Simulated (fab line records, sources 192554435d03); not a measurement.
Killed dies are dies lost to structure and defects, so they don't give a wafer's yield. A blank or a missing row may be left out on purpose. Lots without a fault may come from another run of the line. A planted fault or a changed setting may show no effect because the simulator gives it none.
fab line records | flow n5_finfet
record lots=4 wafers=12 last_day=16
route steps=1938 shown BEOL_M2@861 BEOL_M4@1111 PASSIVATION@1936
lots that met no fault: from a run of the same line without faults
start_h: hours from the record's first day to the start of the lot's first wafer shown | wait_h: hours since the lot's step before | " the same as in the row above | L1.1+2: a row that stands for several wafers | - no value, or no start given | * or withheld: withheld | < > ~ a bound
route shown NAME@n: a module of which the file shows steps, and the number in the route of the first | usual: mean/standard deviation of fault-free wafers | same: alike in all rows | chamber/n: place in a boat | sites: the reading at each site | _std_site: their standard deviation | _edge_site: outer sites' mean less inner sites' | radius_mm: how far each site lies from the wafer's centre | mask NAME#n: copy n | behind: the tool/chamber that last shaped the wafer | hold: why the lot was held/for how many hours/how that ended | device: the transistor (n, p or np) that didn't switch | end of line: the same wafers' tests at the end of the route | a step without rows: its recipe alone | killed: dies lost to structure and defects at the first sort, not the wafer's yield | map: a wafer's dies, x killed, . not, _ none there
set.NAME: the setting as run; set.NAME@STEP: as run at that earlier step | model.NAME: the simulator's own value behind a step, which no gauge read
lots at some steps of the route; a table a step, a row a wafer
services: from which hour (start_h, from the record's first day; less than 0 if before it) a tool's chamber was out of use, for how many hours, and why
## steps
# step N5_BEOL_M2_STRIP_65
# recipe chemistry=N2/H2 temp_c=40 n2_flow_sccm=200 h2_flow_sccm=200 rf_frequency_hz=6e+07
# step N5_BEOL_M2_STRIP_75
# recipe chemistry=N2/H2 temp_c=40 n2_flow_sccm=200 h2_flow_sccm=200 rf_frequency_hz=6e+07
# step N5_BEOL_M2_STRIP_66
# recipe chemistry=CF4 resist=SiARC power_w=300 bias_power_w=75 pressure_mtorr=50 cf4_flow_sccm=150 rf_frequency_hz=6e+07
# step N5_BEOL_M2_HM_OPEN_17
# recipe chemistry=Cl2/BCl3 target_depth_a=200 overetch_a=60 target=TiN mask_material=SOC ion_energy_ev=150 pressure_mtorr=10 icp_w=1000 bias_w=126 Cl2_flow_sccm=53.25 bcl3_flow_sccm=21.75 Ar_flow_sccm=25
# step N5_BEOL_M2_STRIP_19
# recipe chemistry=O2 power_w=400 temp_c=40 pressure_mtorr=30 rf_frequency_hz=6e+07 bias_power_w=0 overash_fraction=0.2 o2_flow_sccm=225
# step N5_BEOL_M2_COAT_67
# recipe resist=SOC temp_c=250 time_s=60 spin_rpm=1500 resist_thk_nm=60
# step N5_BEOL_M2_COAT_68
# recipe resist=SiARC temp_c=220 time_s=60 spin_rpm=1500 resist_thk_nm=12
# step N5_BEOL_M2_COAT_76
# recipe resist=underlayer temp_c=205 time_s=60 spin_rpm=1500 resist_thk_nm=5
# step N5_BEOL_M2_COAT_22
# recipe resist=CAR-EUV spin_rpm=1500 resist_thk_nm=30
# step N5_BEOL_M2_EBR_24
# recipe solvent=PGMEA ebr_width_mm=1.5
# step N5_BEOL_M2_SOFTBAKE_23
# recipe temp_c=110 time_s=60 resist=CAR-EUV
# step N5_BEOL_M2_EXPOSE_25
# recipe mask_id=V1 na=0.33 source_shape=quasar sigma_inner=0.2 sigma_outer=0.8 polarization=unpolarized defocus_nm=5 dose_mj=63
# usual exposure_dose_mJ_cm2=62.90/0.073
# columns lot.wafer tool chamber start_h wait_h mask exposure_dose_mJ_cm2
L149.1 euv_scanner-02 0 174.46 - V1#0 63.00
L149.3 " 0 " " V1#0 62.86
L149.5 " 0 " " V1#0 62.88
L151.2 euv_scanner-02 0 184.48 - V1#0 77.94
L151.3 " 0 " " V1#0 78.03
L151.6 " 0 " " V1#0 77.88
L152.2 euv_scanner-02 0 195.69 - V1#0 75.00
L152.3 " 0 " " V1#0 74.99
L152.5 " 0 " " V1#0 74.84
L157.3 euv_scanner-01 0 231.45 - V1#0 62.80
L157.5 " 0 " " V1#0 62.84
L157.6 " 0 " " V1#0 62.77
# step N5_BEOL_M2_PEB_26
# recipe peb_temp_c=100 peb_time_s=60 resist=CAR-EUV
# step N5_BEOL_M2_DEVELOP_27
# recipe develop_time_s=30 developer=TMAH resist=CAR-EUV rinse_liquid=surfactant_rinse dry=air_spin dev_temp_c=23
# step N5_BEOL_M2_CD_MEAS_28
# recipe target_cd_nm=26.2 landing_energy_ev=500 detector=se_inlens target_cd_y_nm=24.1 polarity=opening
# usual cd_nm=26.28/0.25
# columns lot.wafer tool chamber start_h wait_h cd_nm
L149.1 cd_sem-01 0 174.61 - 26.42
L149.3 " 0 " " 26.69
L149.5 " 0 " " 26.24
L151.2 cd_sem-02 0 184.62 - 30.01
L151.3 " 0 " " 29.91
L151.6 " 0 " " 29.85
L152.2 cd_sem-03 0 195.82 - 29.49
L152.3 " 0 " " 29.66
L152.5 " 0 " " 29.78
L157.3 cd_sem-02 0 231.58 - 25.90
L157.5 " 0 " " 26.24
L157.6 " 0 " " 26.58
# step N5_BEOL_M2_DESCUM_33
# recipe chemistry=O2 time_s=7 source_power_w=50 bias_power_w=20 pressure_mtorr=20 rf_frequency_hz=2.712e+07 temp_c=40 resist=CAR-EUV o2_flow_sccm=225
# step N5_BEOL_M2_ETCH_77
# recipe chemistry=N2/H2 target=underlayer target_depth_a=65 mask_material=CAR-EUV time_s=5.2 ion_energy_ev=200 pressure_mtorr=30 source_w=840 bias_w=150 n2_flow_sccm=200 h2_flow_sccm=200 ends=cleared
# step N5_BEOL_M2_ETCH_69
# recipe chemistry=CF4 target=SiARC target_depth_a=156 mask_material=CAR-EUV time_s=26 ion_energy_ev=80 pressure_mtorr=40 source_w=545 bias_w=36 Ar_flow_sccm=100 cf4_flow_sccm=100 ends=cleared
# step N5_BEOL_M2_ALD_98
# recipe material=SiO2 target_thk_a=25 temp_c=100 ald_precursor_family=BDEAS ald_co_reactant=O2-plasma pulse_time_s=1 co_reactant_pulse_time_s=1 purge_time_s=2 co_reactant_purge_time_s=2 ald_cycles=17 pressure_torr=2
# step N5_BEOL_M2_ETCHBACK_99
# recipe chemistry=CHF3 target=SiO2 target_depth_a=50 time_s=10.4 source_w=215 bias_w=47 Ar_flow_sccm=200 CHF3_flow_sccm=12 ion_energy_ev=100 pressure_mtorr=30
# step N5_BEOL_M2_ETCH_70
# recipe chemistry=N2/H2 target=SOC target_depth_a=800 overetch_a=240 mask_material=SiARC temp_c=40 time_s=130 ion_energy_ev=200 pressure_mtorr=30 source_w=840 bias_w=150 n2_flow_sccm=200 h2_flow_sccm=200
# step N5_BEOL_M2_STRIP_71
# recipe chemistry=N2/H2 temp_c=40 n2_flow_sccm=200 h2_flow_sccm=200 rf_frequency_hz=6e+07
# step N5_BEOL_M2_STRIP_78
# recipe chemistry=N2/H2 temp_c=40 n2_flow_sccm=200 h2_flow_sccm=200 rf_frequency_hz=6e+07
# step N5_BEOL_M2_VIA_ETCH_34
# recipe chemistry=C4F6/O2 target_depth_a=694 mask_material=SOC pressure_mtorr=15 ion_energy_ev=250 taper_deg=4 time_s=65.9 source_w=350 bias_w=170 Ar_flow_sccm=300 C4F6_flow_sccm=10 O2_flow_sccm=10
# step N5_BEOL_M2_STRIP_83
# recipe chemistry=C4F6/O2 resist=SiARC rf_frequency_hz=6e+07
# step N5_BEOL_M2_STRIP_36
# recipe chemistry=N2/H2 power_w=450 temp_c=40 pressure_mtorr=20 rf_frequency_hz=6e+07 overash_fraction=0.3 bias_power_w=7 h2_frac=0.5 n2_flow_sccm=200 h2_flow_sccm=200
# step N5_BEOL_M2_TRENCH_ETCH_37
# recipe chemistry=C4F6/O2 target_depth_a=555.55 target=SiOC time_s=29.2 ion_energy_ev=250 pressure_mtorr=30 source_w=355 bias_w=185 Ar_flow_sccm=300 C4F6_flow_sccm=10 O2_flow_sccm=10
# step N5_BEOL_M2_ETCH_41
# recipe chemistry=CH3F/O2 target=SiCN target_depth_a=299 taper_deg=2 time_s=52.5 ion_energy_ev=120 mask_material=TiN pressure_mtorr=30 source_w=395 bias_w=75 Ar_flow_sccm=150 CH3F_flow_sccm=30 O2_flow_sccm=20
# step N5_BEOL_M2_STRIP_97
# recipe chemistry=N2/H2 time_s=10 power_w=450 temp_c=40 pressure_mtorr=20 rf_frequency_hz=6e+07 bias_power_w=7 n2_flow_sccm=200 h2_flow_sccm=200
# step N5_BEOL_M2_HM_STRIP_39
# recipe chemistry=peroxide_tin_strip material=TiN target_depth_a=250 temp_c=50 time_s=158
# step N5_BEOL_M2_SRD_40
# recipe time_s=30 temp_c=23 rinse_liquid=diw dry=ipa_marangoni
# step N5_BEOL_M2_PRECLEAN_42
# recipe chemistry=residue_remover time_s=60 temp_c=40
# step N5_BEOL_M2_SRD_43
# recipe time_s=30 temp_c=23 rinse_liquid=diw dry=ipa_marangoni
# step N5_BEOL_M2_DEGAS_44
# recipe ambient=vacuum temp_c=250 time_s=60
# step N5_BEOL_M2_PRE_CLEAN_45
# recipe gas=H2/He time_s=30 temp_c=250
# step N5_BEOL_M2_ALD_84
# recipe material=TaN target_thk_a=* temp_c=275 ald_precursor_family=PDMAT ald_co_reactant=NH3 pressure_torr=3 carrier_flow_sccm=1500 pulse_time_s=2 purge_time_s=3 co_reactant_purge_time_s=2 co_reactant_pulse_time_s=3 ald_cycles=30 precursor_vessel_temp_c=75 precursor_vessel_pressure_torr=26.25 precursor_vessel_carrier_sccm=1000
# step N5_BEOL_M2_SURFACE_TREAT_85
# recipe gas=Ar time_s=* ion_energy_ev=* ion_current_ma_cm2=0.5 pressure_mtorr=* ar_flow_sccm=30
# step N5_BEOL_M4_RC_MEAS_101
# usual CHAIN_V1=228/8.4 CHAIN_V1_max_site=237/9.1 DIBL_N=36.0/1.7 DIBL_P=35.8/2 IOFF_N=0.15/0.03 IOFF_P=0.20/0.037 ION_N=670/12 ION_P=460/7.2 SS_N=71.5/0.68 SS_P=73.2/0.65 VT_N=250/3.1 VT_P=-251/3.4
# columns lot.wafer tool chamber start_h wait_h CHAIN_V1[ohm/link] CHAIN_V1_max_site[ohm/link] DIBL_N[mV/V] DIBL_P[mV/V] IOFF_N[nA/um] IOFF_P[nA/um] ION_N[uA/um] ION_P[uA/um] SS_N[mV/dec] SS_P[mV/dec] VT_N[mV] VT_P[mV]
L149.1 prober-01 0 200.59 0.0 232 239 39.2 40.2 0.21 0.26 693 468 72.6 73.9 246 -247
L149.3 " 0 " " 224 234 37.4 37.1 0.16 0.20 647 448 71.6 73.2 251 -252
L149.5 " 0 " " 229 240 38.4 38.5 0.18 0.24 663 452 72.5 73.3 247 -246
L151.2 prober-01 0 219.90 0.2 173 181 40.2 40.8 0.23 0.28 688 470 73.2 74.2 246 -245
L151.3 " 0 " " 187 192 35.4 33.6 0.12 0.17 667 458 71.3 73.4 255 -254
L151.6 " 0 " " 176 178 37.1 38.4 0.17 0.24 680 463 72.0 73.3 253 -248
L152.2 prober-02 0 231.30 0.2 183 190 34.7 34.6 0.16 0.22 689 475 70.4 72.6 247 -247
L152.3 " 0 " " 180 191 37.0 35.5 0.19 0.24 674 454 72.1 73.6 248 -247
L152.5 " 0 " " 181 187 38.2 37.0 0.23 0.26 679 461 72.8 74.0 246 -245
L157.3 prober-02 0 262.19 0.3 231 236 36.8 37.2 0.16 0.18 678 457 71.9 72.5 249 -254
L157.5 " 0 " " 236 243 36.6 38.0 0.16 0.21 671 464 72.1 73.4 251 -251
L157.6 " 0 " " 216 222 36.4 36.4 0.15 0.19 678 463 72.2 73.1 248 -251
# sites CHAIN_V1 radius_mm=0,75,75,75,75,140,140,140,140
L149.1 239 239 234 238 232 220 218 222 226
L151.2 181 177 175 173 178 166 167 162 162
L152.2 180 185 184 190 185 181 176 183 175
L157.3 226 236 230 235 231 230 234 234 226
# step N5_PASSIVATION_PROBE_49
# usual defect_limited_yield=91.4/1.5 killed_at_M0_to_M3=32/9.8 killed_at_M4_up=15/5.6 killed_at_contacts=12/5.4 killed_at_front_end=40/13 killed_at_other=3.0/2.1 killed_dies=102/17 killed_on_rim=14/4.4 killed_open=67/13 killed_short=32/7.1 sort_bin_5_function=5.1/0.96 sort_bin_6_memory=3.2/0.7 sort_n_pass=1078/18 sort_yield_pct=91.3/1.5
# same gross_dies=1180 killed_at_back_side=0 sort_bin_4_leakage[%]=0 sort_bin_8_speed[%]=0
# columns lot.wafer tool chamber start_h wait_h defect_limited_yield[%] killed_at_M0_to_M3 killed_at_M4_up killed_at_contacts killed_at_front_end killed_at_other killed_dies killed_on_rim killed_open killed_short sort_bin_5_function[%] sort_bin_6_memory[%] sort_n_pass sort_yield_pct[%]
L149.1 prober-02 - 310.33 0.0 89.3 63 12 11 40 0 126 23 86 40 5.8 4.5 1054 89.3
L149.3 prober-02 - 310.43 0.1 90.4 38 10 21 41 3 113 11 70 43 5.8 3.5 1067 90.4
L149.5 prober-02 - 310.53 0.2 89.9 34 22 17 44 2 119 20 82 37 6.4 3.2 1061 89.9
L151.2 prober-02 - 322.30 0.1 82.8 150 11 3 36 3 203 49 48 27 4.2 1.9 977 82.8
L151.3 prober-02 - 322.35 0.1 86.2 103 19 8 28 5 163 39 53 22 3.3 2.9 1017 86.2
L151.6 prober-02 - 322.50 0.3 84.4 141 15 5 23 0 184 50 41 19 2.8 2.1 996 84.4
L152.2 prober-01 - 331.85 0.1 86.8 70 24 21 34 7 156 35 63 35 5.2 3.0 1024 86.8
L152.3 prober-01 - 331.90 0.1 81.3 146 12 12 50 1 221 49 75 28 5.3 3.4 959 81.3
L152.5 prober-01 - 332.00 0.2 82.3 125 19 20 41 4 209 50 84 32 5.6 3.8 971 82.3
# killed by level:class
L149.1 STI_FIN_REVEAL:geometric_particle:open=23 BEOL_M3:geometric_particle:open=17 BEOL_M0_SAQP:geometric_particle:open=12 BEOL_M0_SAQP:geometric_particle:short=12 MOL_CONTACT_COAG:geometric_particle:open=8 FIN_SAQP:geometric_particle:short=7 BEOL_M4:geometric_particle:open=6 BEOL_M1:geometric_particle:open=6
L149.3 MOL_CONTACT_COAG:geometric_particle:open=14 STI_FIN_REVEAL:geometric_particle:open=12 FIN_SAQP:geometric_particle:short=8 BEOL_M1:geometric_particle:open=8 BEOL_M3:geometric_particle:open=7 MOL_CONTACT_COAG:geometric_particle:short=7 BEOL_M0_SAQP:geometric_particle:short=6 STARTING-WAFER:geometric_particle:short=5
L149.5 MOL_CONTACT_COAG:geometric_particle:open=14 FIN_SAQP:geometric_particle:open=12 BEOL_M1:geometric_particle:open=12 BEOL_M4:geometric_particle:short=12 STI_FIN_REVEAL:geometric_particle:open=10 FIN_SAQP:geometric_particle:short=9 BEOL_M3:geometric_particle:open=9 BEOL_M4:geometric_particle:open=5
L151.2 BEOL_M2:area_expose=128 GATE_CUT:geometric_particle:short=9 BEOL_M1:geometric_particle:open=8 FIN_SAQP:geometric_particle:short=7 GATE_CUT:geometric_particle:open=5 BEOL_M2:geometric_particle:open=4 BEOL_M5:geometric_particle:open=4 STI_FIN_REVEAL:geometric_particle:open=3
L151.3 BEOL_M2:area_expose=87 BEOL_M4:geometric_particle:open=9 STI_FIN_REVEAL:geometric_particle:open=6 MOL_CONTACT_COAG:geometric_particle:open=6 STARTING-WAFER:geometric_particle:open=5 DUMMY_GATE:geometric_particle:open=4 BEOL_M0_SAQP:geometric_particle:open=4 BEOL_M0_SAQP:geometric_particle:short=4
L151.6 BEOL_M2:area_expose=123 GATE_CUT:geometric_particle:short=7 BEOL_M4:geometric_particle:open=5 BEOL_M2:geometric_particle:open=5 STI_FIN_REVEAL:geometric_particle:open=4 MOL_CONTACT_COAG:geometric_particle:open=4 BEOL_M1:geometric_particle:open=4 BEOL_M6:geometric_particle:open=4
L152.2 BEOL_M2:area_expose=58 MOL_CONTACT_COAG:geometric_particle:open=18 BEOL_M4:geometric_particle:open=11 FIN_SAQP:geometric_particle:short=6 FIN_SAQP:geometric_particle:open=6 BEOL_M0_SAQP:geometric_particle:short=5 STI_FIN_REVEAL:geometric_particle:open=4 STI_FIN_REVEAL:geometric_particle:short=4
L152.3 BEOL_M2:area_expose=118 FIN_SAQP:geometric_particle:open=16 STI_FIN_REVEAL:geometric_particle:open=12 MOL_CONTACT_COAG:geometric_particle:open=9 BEOL_M0_SAQP:geometric_particle:open=8 FIN_SAQP:geometric_particle:short=7 BEOL_M4:geometric_particle:open=7 BEOL_M0_SAQP:geometric_particle:short=6
L152.5 BEOL_M2:area_expose=93 MOL_CONTACT_COAG:geometric_particle:open=15 STI_FIN_REVEAL:geometric_particle:open=11 BEOL_M4:geometric_particle:open=11 STARTING-WAFER:geometric_particle:open=10 BEOL_M0_SAQP:geometric_particle:short=9 BEOL_M2:geometric_particle:open=7 BEOL_M0_SAQP:geometric_particle:open=6
# map L151.2 (x killed, . not)
_________________xxxx.xx.xxxx________________
______________...x.xxx.xxxxx..xx_____________
___________x..x...x....x.x.xxxxxxxx__________
__________x.......xx...xx......xxxxx_________
________....x.x................xx.xx.x_______
_______.x..x.....x.x.x...xx.x..xx.xxxxx______
______...x...x.xx......x..x...x.....xxxx_____
_____....x........x.x......x.....x.x.xxxx____
____....x................xx.x..x.xxx.xx.xx___
___.x...x............x.........x..x..x...xx__
___..x......x..............xx..x.x.xxx.....__
__.......................x...x...x....x..xx._
__....x..x.....................x....x.x...xx_
_...x...x....................x.x.....x.x.xxxx
_.xx.....x..........................x...x.x..
_........x.x.........x...................xx..
_...............x.........x...........xxx...x
_.................x..........x.........xx....
_.x...............x.x...x.............x......
_.........................................xxx
_........x..............x...x..........x..xxx
__..............................x...x.....x._
__...........x.............................._
___...................x..x...........xx....__
___.........................xx...........x.__
____....................................x.___
_____...................x..........x.....____
______.........xx...................x..._____
_______.......x.x..........x...x.......______
________....xx......................x._______
__________..........x..............._________
___________................x.......__________
______________.................._____________
_________________x....x......________________
# map L152.3 (x killed, . not)
_________________xx.....x.x.x________________
______________.xx...x...xx..x.x._____________
___________...x..xx.xx.....xx.xxx..__________
__________xx..........x.x.xxx..xxxxx_________
________...xx.x......x....xx.......xx._______
_______x.x........x.....x..xx.xx.xxxxxx______
______x.xxx.x......xx......x......x.x.xx_____
_____.x...x........xx.x.........x.....xxx____
____x...x...............x...........x.xxxx___
___.....x........x..........x.....x.....xxx__
___.........................xx...x...x.xxxx__
__x.......xx...x....x.............x....x.x.._
__.......................x.....x..x.x..xxx.._
_.xx......x.................x....xx...xx..xxx
_....xxx..x..x.....x...x....x....x..x......xx
_..x...x.................................xx..
_......x.x.................xx...........xx.xx
_.........x.........x....x..x.x............x.
_.............xx.......x..x...x.x.........x..
_.x...x........x...........x...x.......x..xxx
_........................x.......x.x.xx.xx.xx
__.....xx...x........x..............x.x...x._
__......x.x......x.................x.....xxx_
___...x.......x.........................x..__
___..xx...x.............................x.x__
____...................x..............x...___
_____...........x....x...................____
______..............x........x..x......._____
_______...........x..........x.........______
________.............x........x....x.._______
__________.............xx..........x_________
___________........x............x.x__________
______________.................._____________
_________________............________________
## services
# columns tool chamber start_h hours kind
euv_scanner-02 0 171.21 - calibration
euv_scanner-01 - 183.58 1.0 pm
euv_scanner-02 - 189.60 1.0 pm
euv_scanner-02 - 197.56 5.8 pm
euv_scanner-01 - 216.20 8.0 pm
## key
first_sign step=N5_BEOL_M2_EXPOSE_25 reading=exposure_dose_mJ_cm2 direction=up sigmas=99+ usual=62.90 struck=76.45
effect step=N5_BEOL_M2_CD_MEAS_28 reading=cd_nm direction=up sigmas=14 usual=26.28 struck=29.78 through=control_loop
effect step=N5_BEOL_M4_RC_MEAS_101 reading=CHAIN_V1 direction=down sigmas=5.6 usual=228 struck=180
effect step=N5_BEOL_M4_RC_MEAS_101 reading=CHAIN_V1_max_site direction=down sigmas=5.5 usual=237 struck=187
effect step=N5_PASSIVATION_PROBE_49 reading=killed_at_M0_to_M3 direction=up sigmas=9.2 usual=32 struck=122
more_kills_born_at N5_BEOL_M2_EXPOSE_25@euv_scanner-02=607
met_at N5_BEOL_M2_EXPOSE_25
struck_wafers L151.2,L151.3,L151.6,L152.2,L152.3,L152.5
loop_trim step=N5_BEOL_M2_EXPOSE_25 setting=dose lots=L152
onset_between 174.46 184.48
fault kind=process_parameter_drift tool=euv_scanner-02 chamber=- onset_h=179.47 steps=N5_BEOL_M2_EXPOSE_25 channel=dose_mj offset=15.083 shape=step acts_in=these_recipes_only stated=63
# loop_trim: a control loop set the setting to another value than it would have without faults
